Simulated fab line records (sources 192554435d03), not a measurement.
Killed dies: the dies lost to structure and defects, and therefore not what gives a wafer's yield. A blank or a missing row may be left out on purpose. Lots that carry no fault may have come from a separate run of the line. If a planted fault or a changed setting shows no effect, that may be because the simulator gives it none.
What tool caused it? -- flow n5Finfet -- Sampling: 14 lots, 42 wafers, 4 of 1938 route steps

== WHAT EACH GAUGE READ, for each wafer ==
N5_BEOL_M8_THK_MEAS_53: measures by xrf. Usual: M8_THK gives 81.4 nm (standard deviation 2).
lot,measured,on,M8_THK (nm),flag
L560,day 10 02:05,filmMetro-02,81.5 76.3 80.6,
L561,day 10 12:13,filmMetro-01,78.3 82.1 79.1,
L566,day 10 20:44,filmMetro-02,82.7 84.0 81.6,
L565,day 10 22:11,filmMetro-01,85.3 81.5 82.9,
L564,day 11 00:05,filmMetro-02,80.4 82.3 84.0,
L563,day 11 06:28,filmMetro-01,82.6 83.7 81.7,
L569,day 12 03:25,filmMetro-02,80.4 81.6 83.2,
L570,day 12 19:40,filmMetro-01,87.0 84.9 82.7,
L572,day 12 21:20,filmMetro-02,83.3 82.0 82.2,
L576,day 13 09:25,filmMetro-01,81.7 80.8 82.7,
L575,day 13 14:37,filmMetro-02,82.9 80.7 81.5,
L577,day 14 10:27,filmMetro-02,82.8 80.2 78.4,
L579,day 14 17:15,filmMetro-01,80.7 79.2 82.1,
L582,day 15 14:55,filmMetro-02,80.8 83.4 83.0,

N5_BEOL_M8_INSPECT_58: inspects for defects (darkfield). Usual: rawDefectCount at 77, with a standard deviation of 22.
lot,measured,on,rawDefectCount,flag
L560,day 10 02:16,defectInspect-02,42 35 55,
L561,day 10 12:22,defectInspect-01,95 109 52,
L566,day 10 20:53,defectInspect-01,83 55 108,
L565,day 10 22:21,defectInspect-02,51 86 84,
L564,day 11 00:14,defectInspect-02,82 100 61,
L563,day 11 06:38,defectInspect-01,59 96 96,
L569,day 12 03:35,defectInspect-01,41 60 110,
L570,day 12 19:50,defectInspect-01,103 92 81,
L572,day 12 21:29,defectInspect-01,84 71 103,
L576,day 13 09:35,defectInspect-01,80 111 106,
L575,day 13 14:47,defectInspect-02,86 54 81,
L577,day 14 10:36,defectInspect-02,108 121 71,
L579,day 14 17:24,defectInspect-01,83 58 68,
L582,day 15 15:04,defectInspect-02,93 97 62,

N5_BEOL_M9_OVL_MEAS_12. Usual: M9_OVL gives 0.4 nm (standard deviation 0.65).
lot,measured,on,M9_OVL (nm),flag
L560,day 10 03:46,overlay-01,0.3 0.3 0.8,
L561,day 10 14:34,overlay-02,-0.3 0.5 -0.6,
L566,day 10 22:52,overlay-01,0.2 0.3 1.0,
L565,day 11 00:43,overlay-01,-0.4 -0.5 -0.2,
L564,day 11 02:00,overlay-01,1.1 0.7 -1.1,
L563,day 11 08:15,overlay-01,0.6 1.7 0.8,
L569,day 12 06:58,overlay-01,0.9 1.2 1.3,
L570,day 12 22:41,overlay-02,0.0 -1.2 0.3,
L572,day 13 00:15,overlay-02,-0.2 -0.1 0.5,
L576,day 13 12:46,overlay-01,0.4 0.5 -0.6,
L575,day 13 16:48,overlay-01,0.1 -0.1 -1.0,
L577,day 14 12:53,overlay-02,- - -,OFF
L579,day 14 19:11,overlay-02,- - -,OFF
L582,day 15 17:11,overlay-01,0.9 0.3 0.4,

== TOOL THAT RAN EACH LOT (tool first, then ch and the chambers of the sampled wafers, then the start) ==
lot,N5_BEOL_M9_DEVELOP_10
L560,"lithoTrack-04 ch 0, day 10 03:40"
L561,"lithoTrack-04 ch 0, day 10 14:28"
L566,"lithoTrack-03 ch 0, day 10 22:47"
L565,"lithoTrack-04 ch 0, day 11 00:38"
L564,"lithoTrack-03 ch 0, day 11 01:55"
L563,"lithoTrack-03 ch 0, day 11 08:10"
L569,"lithoTrack-01 ch 0, day 12 06:53"
L570,"lithoTrack-01 ch 0, day 12 22:35"
L572,"lithoTrack-04 ch 0, day 13 00:10"
L576,"lithoTrack-04 ch 0, day 13 12:40"
L575,"lithoTrack-01 ch 0, day 13 16:43"
L577,"lithoTrack-03, day 14 12:47"
L579,"lithoTrack-04, day 14 19:06"
L582,"lithoTrack-01 ch 0, day 15 17:07"
- N5_BEOL_M9_DEVELOP_10: develop time 30 s.

== WHAT THE TOOLS THEMSELVES READ (means of the sampled wafers that have a number; where no wafer has one, the mark that the record gives instead) ==
N5_BEOL_M9_DEVELOP_10. Usual: chillPlateTempC 23.02 C, standard deviation 0.12; developerTempC 22.99 C, standard deviation 0.11; exhaustPa 44.8 Pa, standard deviation 0.94.
lot,tool,chillPlateTempC (C),developerTempC (C),exhaustPa (Pa),flag
L560,lithoTrack-04,23.15,22.90,45.8,
L561,lithoTrack-04,22.99,23.15,44.3,
L566,lithoTrack-03,23.04,23.05,44.8,
L565,lithoTrack-04,23.16,23.06,45.6,
L564,lithoTrack-03,23.11,22.95,44.6,
L563,lithoTrack-03,23.04,22.92,45.2,
L569,lithoTrack-01,23.19,23.04,42.8,
L570,lithoTrack-01,22.88,22.95,43.8,
L572,lithoTrack-04,22.99,22.89,44.7,
L576,lithoTrack-04,22.84,23.03,44.2,
L575,lithoTrack-01,23.09,23.08,44.9,
L577,lithoTrack-03,-,-,-,OFF
L579,lithoTrack-04,-,-,-,OFF
L582,lithoTrack-01,22.99,22.91,44.8,

== THE ANSWER, worked out from the rows above alone ==
Rule: take the mean of a lot's wafers that have a number; if it is more than 3 standard deviations from the usual mean, the lot is off. Also off: a lot with no number at a reading for which 4 or more lots have one. Where the step has rows for the other lots, those lots are counted as sound. The gauges are gone through in route order, then the tools' own readings, and for those a lot's mean is taken as printed above. The first step at which some lot is off is used, and at that step the reading that is off furthest; a lot without a number counts as furthest.
Off: L577, L579, seen at N5_BEOL_M9_OVL_MEAS_12 (M9_OVL). Without a number there: L577, L579.
If a tool, at a process step before that reading, ran all the lots that are off and no sound lot after the first of them, it fits. The gauges at N5_BEOL_M9_OVL_MEAS_12 aren't tried: what is off there is off at N5_BEOL_M9_DEVELOP_10 too, on other tools, and a gauge's error can't cause that. None of those tried fits.

== WHAT THE SIMULATOR HAD INSERTED ==
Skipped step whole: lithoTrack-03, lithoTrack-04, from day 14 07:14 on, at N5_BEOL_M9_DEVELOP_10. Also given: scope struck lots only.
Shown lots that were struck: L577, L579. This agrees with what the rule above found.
